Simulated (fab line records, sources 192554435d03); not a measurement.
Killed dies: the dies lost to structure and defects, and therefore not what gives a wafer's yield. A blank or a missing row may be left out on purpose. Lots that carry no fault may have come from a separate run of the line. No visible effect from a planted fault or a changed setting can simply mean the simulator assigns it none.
fab line records	flow n5Finfet
[record] lots = 7	wafers = 21
route steps=1938 shown WELL_APT@25 FIN_SAQP@109 DUMMY_GATE@221 SD_EPI_N@288 SD_EPI_P@321
startH: the number of hours between the record's first day and the start of the first shown wafer of the lot	waitH: time in hours since the lot's previous step	" the same as in the row above	L1.1+2: a row that stands for several wafers	- value missing, or start not given	* or withheld: withheld	< > ~ a bound
route shown NAME@n: NAME is a module with steps in the file, n the number in the route of the first one	usual: average and standard deviation across the fault-free wafers	same: alike in all rows	chamber/n: place in a boat	sites: each site's reading	_std_site: standard deviation of those values	_edge_site: mean of outer sites minus mean of inner sites	radiusMm: how far each site lies from the wafer's centre	mask NAME#n: copy n	behind: the tool/chamber that last shaped the wafer	hold: what put the lot on hold/how long, in hours/how the hold closed	device: whichever transistor did not switch (one of n, p or np)	end of line: tests of these same wafers at the route's end	a step without rows: its recipe alone	killed: dies that structure and defects cost at the first sort, which is not the same as the wafer's yield	map: dies across one wafer; x = killed, . = not, _ = none there
set.NAME: the setting as run; set.NAME@STEP: as run at that earlier step	model.NAME: the simulator's own value behind a step, which no gauge read
lots run with intentionally changed settings; tables by step, rows by wafer
[[steps]]
[step N5_WELL_APT_PEB_06]
[recipe] pebTempC = 130	pebTimeS = 90
lot.wafer	tool	chamber	startH	waitH	set.pebTimeS
L075.2+3+6	lithoTrack-01	0	19.60	0.0	90
L076.1+2+3	lithoTrack-05	0	25.61	0.1	90
L077.1+2	lithoTrack-04	0	31.58	0.1	90
L077.3	"	0	"	"	100.6
L083.3+4+5	lithoTrack-04	0	67.79	0.0	90
L085.2+6	lithoTrack-05	0	79.68	0.0	90
L085.4	"	0	"	"	100.8
L092.1	lithoTrack-01	0	121.49	0.1	108.5
L092.3+6	"	0	"	"	90
L096.3+4+5	lithoTrack-04	0	145.44	0.0	90
[step N5_WELL_APT_DEVELOP_07]
[recipe] developTimeS = 45	rinseLiquid = surfactantRinse	dry = airSpin	devTempC = 21
lot.wafer	tool	chamber	startH	waitH	set.developTimeS
L075.2+3+6	lithoTrack-01	0	-	-	45
L076.1+2+3	lithoTrack-05	0	-	-	45
L077.1+3	lithoTrack-04	0	-	-	41.13
L077.2	"	0	"	"	45
L083.3+5	lithoTrack-04	0	-	-	45
L083.4	"	0	"	"	53.84
L085.2+4	lithoTrack-05	0	-	-	36.94
L085.6	"	0	"	"	45
L092.1+6	lithoTrack-01	0	-	-	48.65
L092.3	"	0	"	"	45
L096.3	lithoTrack-04	0	-	-	54.99
L096.4+5	"	0	"	"	45
[step N5_WELL_APT_HARDBAKE_12]
[recipe] tempC = 130	timeS = 120
[step N5_WELL_APT_CD_MEAS_08]
[recipe] targetCdNm = 200	landingEnergyEv = 500	detector = seInlens
[usual] cdNm = 199.2/1
lot.wafer	tool	chamber	startH	waitH	set.pebTimeS@WELL_APT_PEB_06	cdNm
L075.2	cdSem-02	0	19.72	-	90	198.1
L075.3	"	0	"	"	90	197.5
L075.6	"	0	"	"	90	198.3
L076.1	cdSem-01	0	25.73	-	90	199.4
L076.2	"	0	"	"	90	199.4
L076.3	"	0	"	"	90	199.4
L077.1	cdSem-03	0	31.70	-	90	197.2
L077.2	"	0	"	"	90	198.3
L077.3	"	0	"	"	100.6	201.9
L083.3	cdSem-01	0	67.91	-	90	199.5
L083.4	"	0	"	"	90	200.7
L083.5	"	0	"	"	90	198.6
L085.2	cdSem-01	0	79.79	-	90	199.1
L085.4	"	0	"	"	100.8	202.5
L085.6	"	0	"	"	90	200.5
L092.1	cdSem-02	0	121.61	-	108.5	207.5
L092.3	"	0	"	"	90	199.1
L092.6	"	0	"	"	90	202.1
L096.3	cdSem-03	0	145.56	-	90	201.1
L096.4	"	0	"	"	90	199.2
L096.5	"	0	"	"	90	198.6
[step N5_WELL_APT_DESCUM_13]
[recipe] chemistry = O2	timeS = 7.9	sourcePowerW = 50	biasPowerW = 20	pressureMtorr = 20	rfFrequencyHz = 2.712e+07	tempC = 40	o2FlowSccm = 225
lot.wafer	tool	chamber	startH	waitH	set.pebTimeS@WELL_APT_PEB_06	model.WELL_APT.cdNm
L075.2	rieDiel-03	2	19.81	0.0	90	198
L075.3	"	3	"	"	90	197.5
L075.6	"	3	"	"	90	198.4
L076.1+3	rieDiel-03	3,2	25.81	0.0	90	199.6
L076.2	"	0	"	"	90	199.7
L077.1	rieDiel-05	1	31.82	0.1	90	196.9
L077.2	"	0	"	"	90	198.2
L077.3	"	3	"	"	100.6	201.9
L083.3	rieDiel-03	0	68.10	0.1	90	199.8
L083.4	"	2	"	"	90	200.6
L083.5	"	0	"	"	90	198.6
L085.2	rieDiel-03	2	79.88	0.0	90	199
L085.4	"	0	"	"	100.8	202.4
L085.6	"	3	"	"	90	200.6
L092.1	rieDiel-03	1	121.70	0.0	108.5	207.3
L092.3	"	0	"	"	90	199.7
L092.6	"	0	"	"	90	202.1
L096.3	rieDiel-06	2	145.64	0.0	90	201
L096.4	"	1	"	"	90	199.1
L096.5	"	0	"	"	90	198.9
[step N5_WELL_APT_COAT_19]
[recipe] spinRpm = 1357	resistThkNm = 950
lot.wafer	tool	chamber	startH	waitH	set.spinRpm	model.coat_of_WELL_APT_COAT_19.thkNm
L075.2	lithoTrack-01	0	-	-	1357	954.6
L075.3	"	0	"	"	1357	956
L075.6	"	0	"	"	1357	952.5
L076.1	lithoTrack-01	0	-	-	1357	956.8
L076.2	"	0	"	"	1357	954.8
L076.3	"	0	"	"	1357	955.5
L077.1	lithoTrack-01	0	-	-	1357	953
L077.2	"	0	"	"	1463	917.1
L077.3	"	0	"	"	1357	952.1
L083.3	lithoTrack-04	0	-	-	1207	1006
L083.4	"	0	"	"	1357	948.1
L083.5	"	0	"	"	1207	1003
L085.2	lithoTrack-05	0	-	-	1357	949.1
L085.4	"	0	"	"	1357	952
L085.6	"	0	"	"	1357	949.7
L092.1	lithoTrack-01	0	-	-	1357	948.8
L092.3	"	0	"	"	1357	950.8
L092.6	"	0	"	"	1425	927.2
L096.3	lithoTrack-05	0	-	-	1357	951.2
L096.4	"	0	"	"	1357	952.3
L096.5	"	0	"	"	1357	951.9
[step N5_WELL_APT_PEB_23]
[recipe] pebTempC = 130	pebTimeS = 90
lot.wafer	tool	chamber	startH	waitH	set.pebTempC
L075.2+3+6	lithoTrack-05	0	20.75	0.0	130
L076.1	lithoTrack-04	0	26.73	0.1	130
L076.2+3	"	0	"	"	131.4
L077.1+2+3	lithoTrack-01	0	32.86	0.1	130
L083.3	lithoTrack-01	0	69.17	0.0	132.2
L083.4+5	"	0	"	"	130
L085.2+4	lithoTrack-01	0	80.92	0.0	130
L085.6	"	0	"	"	126.5
L092.1+3+6	lithoTrack-01	0	122.61	0.1	130
L096.3+4+5	lithoTrack-05	0	146.57	0.0	130
[step N5_WELL_APT_DEVELOP_24]
[recipe] developTimeS = 45	rinseLiquid = surfactantRinse	dry = airSpin	devTempC = 21
[step N5_WELL_APT_HARDBAKE_29]
[recipe] tempC = 130	timeS = 120
[step N5_WELL_APT_CD_MEAS_25]
[recipe] targetCdNm = 200	landingEnergyEv = 500	detector = seInlens
[usual] cdNm = 199.5/1.4
lot.wafer	tool	chamber	startH	waitH	set.pebTempC@WELL_APT_PEB_23	cdNm
L075.2	cdSem-02	0	20.86	-	130	197.2
L075.3	"	0	"	"	130	197.6
L075.6	"	0	"	"	130	198.5
L076.1	cdSem-03	0	26.85	-	130	200.2
L076.2	"	0	"	"	131.4	206.6
L076.3	"	0	"	"	131.4	206.3
L077.1	cdSem-03	0	32.98	-	130	196.6
L077.2	"	0	"	"	130	201.6
L077.3	"	0	"	"	130	199.8
L083.3	cdSem-02	0	69.29	-	132.2	209.0
L083.4	"	0	"	"	130	202.4
L083.5	"	0	"	"	130	198.5
L085.2	cdSem-03	0	81.04	-	130	199.6
L085.4	"	0	"	"	130	199.7
L085.6	"	0	"	"	126.5	177.0
L092.1	cdSem-01	0	122.73	-	130	199.8
L092.3	"	0	"	"	130	201.6
L092.6	"	0	"	"	130	201.8
L096.3	cdSem-02	0	146.68	-	130	200.5
L096.4	"	0	"	"	130	199.6
L096.5	"	0	"	"	130	201.1
[step N5_WELL_APT_DESCUM_30]
[recipe] chemistry = O2	timeS = 7.9	sourcePowerW = 50	biasPowerW = 20	pressureMtorr = 20	rfFrequencyHz = 2.712e+07	tempC = 40	o2FlowSccm = 225
lot.wafer	tool	chamber	startH	waitH	set.pebTempC@WELL_APT_PEB_23	model.WELL_APT.cdNm
L075.2	rieDiel-06	1	21.07	0.1	130	197.2
L075.3	"	3	"	"	130	197.4
L075.6	"	0	"	"	130	198.8
L076.1	rieDiel-06	1	26.94	0.0	130	199.8
L076.2	"	2	"	"	131.4	207
L076.3	"	3	"	"	131.4	205.9
L077.1	rieDiel-06	3	33.07	0.0	130	196.4
L077.2	"	1	"	"	130	201.6
L077.3	"	2	"	"	130	199.7
L083.3	rieDiel-03	2	69.37	0.0	132.2	208.7
L083.4	"	0	"	"	130	202.6
L083.5	"	2	"	"	130	198.2
L085.2	rieDiel-05	0	81.12	0.0	130	199.5
L085.4	"	2	"	"	130	199.7
L085.6	"	0	"	"	126.5	176.9
L092.1	rieDiel-05	1	122.83	0.0	130	199.8
L092.3	"	3	"	"	130	201.7
L092.6	"	2	"	"	130	201.8
L096.3	rieDiel-06	1	147.03	0.3	130	200.3
L096.4	"	3	"	"	130	199.6
L096.5	"	1	"	"	130	201.1
[step N5_FIN_SAQP_PEB_14]
[recipe] pebTempC = withheld	pebTimeS = 60	resist = CAR-ArF
lot.wafer	tool	chamber	startH	waitH	set.pebTimeS
L075.2+3+6	lithoTrack-05	0	28.32	0.0	60
L076.1+3	lithoTrack-05	0	33.33	0.1	53.08
L076.2	"	0	"	"	60
L077.1+2+3	lithoTrack-04	0	39.29	0.1	60
L083.3	lithoTrack-03	0	75.70	0.0	46.92
L083.4+5	"	0	"	"	60
L085.2	lithoTrack-05	0	87.62	0.0	60
L085.4+6	"	0	"	"	49.05
L092.1+3+6	lithoTrack-03	0	130.79	0.1	60
L096.3+4	lithoTrack-04	0	153.45	0.0	60
L096.5	"	0	"	"	72.39
[step N5_FIN_SAQP_DEVELOP_15]
[recipe] developTimeS = 30	developer = TMAH	resist = CAR-ArF	devTempC = 23	rinseLiquid = diw	dry = airSpin
[step N5_FIN_SAQP_CD_MEAS_16]
[recipe] targetCdNm = 35.6	landingEnergyEv = 500	detector = seInlens
[usual] cdNm = 35.65/0.26
lot.wafer	tool	chamber	startH	waitH	set.pebTimeS@FIN_SAQP_PEB_14	cdNm
L075.2	cdSem-03	0	28.39	-	60	35.78
L075.3	"	0	"	"	60	35.54
L075.6	"	0	"	"	60	35.47
L076.1	cdSem-01	0	33.40	-	53.08	36.93
L076.2	"	0	"	"	60	35.08
L076.3	"	0	"	"	53.08	37.07
L077.1	cdSem-03	0	39.35	-	60	35.93
L077.2	"	0	"	"	60	35.86
L077.3	"	0	"	"	60	35.76
L083.3	cdSem-01	0	75.77	-	46.92	39.95
L083.4	"	0	"	"	60	35.92
L083.5	"	0	"	"	60	35.54
L085.2	cdSem-01	0	87.69	-	60	35.48
L085.4	"	0	"	"	49.05	38.41
L085.6	"	0	"	"	49.05	38.15
L092.1	cdSem-03	0	130.86	-	60	36.00
L092.3	"	0	"	"	60	36.11
L092.6	"	0	"	"	60	36.28
L096.3	cdSem-02	0	153.52	-	60	35.18
L096.4	"	0	"	"	60	35.65
L096.5	"	0	"	"	72.39	33.27
[step N5_DUMMY_GATE_PECVD_30]
[recipe] material = SiO2	targetThkA = 550	tempC = 400	precursor = TEOS/O2	pressureTorr = 6.5	rfW = withheld	teosFlowSccm = withheld	gas = O2	flowSccm = 2650	timeS = 10.8
lot.wafer	tool	chamber	startH	waitH	set.timeS	model.SiO2_of_DUMMY_GATE_PECVD_30.thkNm
L075.2+3	pecvd-01	1,0	55.25	0.0	10.8	55
L075.6	"	1	"	"	10.8	56.2
L076.1	pecvd-02	1	58.50	0.1	12.06	60.2
L076.2+3	"	0,2	"	"	10.8	54.6
L077.1	pecvd-03	0	65.64	0.0	10.8	55.4
L077.2	"	2	"	"	10.8	54.4
L077.3	"	1	"	"	9.64	49.8
L083.3	pecvd-01	2	100.86	0.0	12.11	60.8
L083.4	"	2	"	"	12.11	61.8
L083.5	"	0	"	"	12.11	61.6
L085.2	pecvd-01	1	111.35	0.0	10.8	54.8
L085.4	"	0	"	"	10.8	55.6
L085.6	"	1	"	"	10.8	55.2
L092.1	pecvd-03	0	154.32	0.0	12.13	61.6
L092.3	"	1	"	"	10.8	55
L092.6	"	2	"	"	10.8	55.8
L096.3	pecvd-01	0	177.07	0.0	10.8	55
L096.4	"	2	"	"	11.38	58.6
L096.5	"	0	"	"	11.38	58.2
[step N5_DUMMY_GATE_COAT_28]
[recipe] resist = underlayer	tempC = 205	timeS = 60	spinRpm = 1500	resistThkNm = 10
lot.wafer	tool	chamber	startH	waitH	set.spinRpm
L075.2+3+6	lithoTrack-05	0	-	-	1500
L076.1+2+3	lithoTrack-02	0	-	-	1500
L077.1+2+3	lithoTrack-03	0	-	-	1500
L083.3+4+5	lithoTrack-05	0	-	-	1500
L085.2+6	lithoTrack-03	0	-	-	1545
L085.4	"	0	"	"	1500
L092.1+3+6	lithoTrack-02	0	-	-	1500
L096.3+5	lithoTrack-02	0	-	-	1500
L096.4	"	0	"	"	1391
[step N5_DUMMY_GATE_COAT_09]
[recipe] resist = CAR-EUV	spinRpm = 1500	resistThkNm = 30
[step N5_DUMMY_GATE_EBR_11]
[recipe] solvent = PGMEA	ebrWidthMm = 1.5
[step N5_DUMMY_GATE_ETCH_31]
[recipe] chemistry = C4F6/O2	target = SiO2	maskMaterial = SOC	targetDepthA = 825	timeS = 27.5	ionEnergyEv = 250	pressureMtorr = 30	sourceW = 345	biasW = 185	Ar_flow_sccm = 300	C4F6_flow_sccm = 10	O2_flow_sccm = 10
[step N5_DUMMY_GATE_STRIP_41]
[recipe] chemistry = O2	powerW = 400	tempC = 40	pressureMtorr = 30	rfFrequencyHz = 6e+07	biasPowerW = 0	overashFraction = 0.3	o2FlowSccm = 225
[step N5_DUMMY_GATE_HM_OPEN_21]
[recipe] chemistry = CH3F/O2	target = SiNx	targetDepthA = 1200	Ar_flow_sccm = 150	CH3F_flow_sccm = 30	O2_flow_sccm = 23	timeS = 171.4	pressureMtorr = 30	sourceW = 395	biasW = 73	ionEnergyEv = 120.7
lot.wafer	tool	chamber	startH	waitH	set.timeS@DUMMY_GATE_PECVD_30	model.SiO2_of_DUMMY_GATE_PECVD_30.thkNm
L075.2	rieDiel-01	1	56.47	0.0	10.8	45.2
L075.3	"	0	"	"	10.8	45
L075.6	"	0	"	"	10.8	46.4
L076.1	rieDiel-01	2	59.59	0.0	12.06	50.4
L076.2+3	"	0,3	"	"	10.8	44.8
L077.1	rieDiel-01	0	66.89	0.0	10.8	45.4
L077.2	"	1	"	"	10.8	44.4
L077.3	"	2	"	"	9.64	39.8
L083.3	rieDiel-01	2	101.96	0.0	12.11	50.8
L083.4+5	"	0,1	"	"	12.11	51.6
L085.2	rieDiel-04	3	112.31	0.0	10.8	44.8
L085.4	"	1	"	"	10.8	46
L085.6	"	1	"	"	10.8	45.4
L092.1	rieDiel-02	1	155.79	0.0	12.13	51.6
L092.3	"	0	"	"	10.8	45
L092.6	"	0	"	"	10.8	46
L096.3	rieDiel-04	1	178.19	0.0	10.8	45
L096.4	"	3	"	"	11.38	48.8
L096.5	"	1	"	"	11.38	48.2
[step N5_DUMMY_GATE_ETCH_32]
[recipe] chemistry = CF4	target = SiO2	targetDepthA = 35	timeS = 3.9	ionEnergyEv = 350	pressureMtorr = 10	icpW = 800	biasW = 400	cf4FlowSccm = 80
[step N5_DUMMY_GATE_ETCH_23]
[recipe] chemistry = HBr/Cl2/O2	HBr_flow_sccm = 150	Cl2_flow_sccm = 80	O2_flow_sccm = 12	biasW = 102	targetDepthA = 410	timeS = 22.3	target = poly-Si	maskMaterial = SiO2	pressureMtorr = 10	icpW = 800
lot.wafer	tool	chamber	startH	waitH	set.timeS@DUMMY_GATE_PECVD_30	model.SiO2_of_DUMMY_GATE_PECVD_30.thkNm
L075.2	rieSi-02	1	56.66	0.0	10.8	39.2
L075.3	"	3	"	"	10.8	38.8
L075.6	"	2	"	"	10.8	40.2
L076.1	rieSi-02	0	59.78	0.0	12.06	44.4
L076.2+3	"	3,1	"	"	10.8	38.6
L077.1	rieSi-02	0	67.08	0.0	10.8	39.4
L077.2	"	3	"	"	10.8	38.2
L077.3	"	2	"	"	9.64	33.6
L083.3	rieSi-04	3	102.15	0.0	12.11	44.6
L083.4	"	2	"	"	12.11	45.6
L083.5	"	1	"	"	12.11	45.4
L085.2	rieSi-02	0	112.51	0.0	10.8	38.8
L085.4	"	3	"	"	10.8	39.8
L085.6	"	1	"	"	10.8	39.4
L092.1	rieSi-05	2	155.98	0.0	12.13	45.8
L092.3	"	1	"	"	10.8	39
L092.6	"	2	"	"	10.8	40
L096.3	rieSi-02	0	178.38	0.0	10.8	39
L096.4	"	2	"	"	11.38	42.6
L096.5	"	2	"	"	11.38	42.2
[step N5_SD_EPI_N_EPI_21]
[recipe] material = Si:P	dopant = P	tempC = 680	pressureTorr = 255	timeS = 690
lot.wafer	tool	chamber	startH	waitH	set.timeS	model.Si-P_of_SD_EPI_N_EPI_21.thkNm
L075.2	epiRpcvd-03	0	61.64	0.4	690	57.2
L075.3	"	0	"	"	690	58
L075.6	"	0	"	"	690	58.4
L076.1	epiRpcvd-02	0	63.26	0.1	757.7	62.4
L076.2	"	0	"	"	757.7	62.2
L076.3	"	0	"	"	690	57.6
L077.1	epiRpcvd-02	0	70.62	0.1	690	59.6
L077.2	"	0	"	"	690	59.4
L077.3	"	0	"	"	762.8	64.8
L083.3	epiRpcvd-02	0	106.29	0.7	767	64.4
L083.4	"	0	"	"	690	59
L083.5	"	0	"	"	767	63.6
L085.2	epiRpcvd-03	0	116.15	0.5	654.3	57.6
L085.4	"	0	"	"	690	60
L085.6	"	0	"	"	654.3	57.2
L092.1	epiRpcvd-01	0	159.20	0.1	690	59.8
L092.3	"	0	"	"	690	60.2
L092.6	"	0	"	"	690	59.6
L096.3	epiRpcvd-03	0	182.83	0.9	690	58.2
L096.4	"	0	"	"	690	58.4
L096.5	"	0	"	"	690	58.6
[step N5_SD_EPI_N_PRECLEAN_24]
[recipe] chemistry = O3/DIW	timeS = 60	tempC = 22	o3Ppm = 10
[step N5_SD_EPI_P_EPI_21]
[recipe] material = SiGe:B	dopant = B	tempC = 550	pressureTorr = 20	ambient = H2	timeS = 355
[step N5_SD_EPI_P_HM_STRIP_48]
[recipe] chemistry = H3PO4	tempC = 160	material = SiNx	target = SiNx	targetDepthA = 30	overetchFraction = 0.3
lot.wafer	tool	chamber	startH	waitH	set.timeS@SD_EPI_N_EPI_21	model.Si-P_of_SD_EPI_N_EPI_21.thkNm
L075.2	wetBench-04	6	67.72	0.0	690	56.6
L075.3	"	7	"	"	690	57.4
L075.6	"	2	"	"	690	57.8
L076.1+2	wetBench-04	7,6	70.48	0.0	757.7	61.6
L076.3	"	4	"	"	690	57
L077.1	wetBench-02	5	77.11	0.0	690	58.8
L077.2	"	4	"	"	690	58.6
L077.3	"	1	"	"	762.8	64
L083.3	wetBench-04	0	113.21	0.0	767	63.6
L083.4	"	2	"	"	690	58.4
L083.5	"	4	"	"	767	63
L085.2	wetBench-04	7	122.72	0.0	654.3	57
L085.4	"	2	"	"	690	59.4
L085.6	"	5	"	"	654.3	56.6
L092.1	wetBench-04	4	165.56	0.0	690	59.2
L092.3	"	3	"	"	690	59.6
L092.6	"	0	"	"	690	59
L096.3	wetBench-04	3	190.07	0.0	690	57.6
L096.4+5	"	7,2	"	"	690	57.8
[[key]]
[split] step = N5_WELL_APT_PEB_06	setting = pebTimeS	stated = 90	by = wafer
[response] step = N5_WELL_APT_CD_MEAS_08	reading = cdNm	change = +0.317	per = 1%	r = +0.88
[response] step = N5_WELL_APT_DESCUM_13	reading = model.WELL_APT.cdNm	change = +0.304	per = 1%	r = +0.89
[split] step = N5_WELL_APT_DEVELOP_07	setting = developTimeS	stated = 45	by = wafer
response none clear
[split] step = N5_WELL_APT_COAT_19	setting = spinRpm	stated = 1357	by = wafer
[response] step = N5_WELL_APT_COAT_19	reading = model.coat_of_WELL_APT_COAT_19.thkNm	change = -4.87	per = 1%	r = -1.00
[split] step = N5_WELL_APT_PEB_23	setting = pebTempC	stated = 130	by = wafer
[response] step = N5_WELL_APT_CD_MEAS_25	reading = cdNm	change = +7.29	per = 1%	r = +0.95
[response] step = N5_WELL_APT_DESCUM_30	reading = model.WELL_APT.cdNm	change = +7.29	per = 1%	r = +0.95
[split] step = N5_FIN_SAQP_PEB_14	setting = pebTimeS	stated = 60	by = wafer
[response] step = N5_FIN_SAQP_CD_MEAS_16	reading = cdNm	change = -0.153	per = 1%	r = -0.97
[split] step = N5_DUMMY_GATE_PECVD_30	setting = timeS	stated = 10.8	by = wafer
[response] step = N5_DUMMY_GATE_PECVD_30	reading = model.SiO2_of_DUMMY_GATE_PECVD_30.thkNm	change = +0.497	per = 1%	r = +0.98
[response] step = N5_DUMMY_GATE_HM_OPEN_21	reading = model.SiO2_of_DUMMY_GATE_PECVD_30.thkNm	change = +0.495	per = 1%	r = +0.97
[response] step = N5_DUMMY_GATE_ETCH_23	reading = model.SiO2_of_DUMMY_GATE_PECVD_30.thkNm	change = +0.508	per = 1%	r = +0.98
[split] step = N5_DUMMY_GATE_COAT_28	setting = spinRpm	stated = 1500	by = wafer
response none clear
[split] step = N5_SD_EPI_N_EPI_21	setting = timeS	stated = 690	by = wafer
[response] step = N5_SD_EPI_N_EPI_21	reading = model.Si-P_of_SD_EPI_N_EPI_21.thkNm	change = +0.477	per = 1%	r = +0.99
[response] step = N5_SD_EPI_P_HM_STRIP_48	reading = model.Si-P_of_SD_EPI_N_EPI_21.thkNm	change = +0.471	per = 1%	r = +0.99
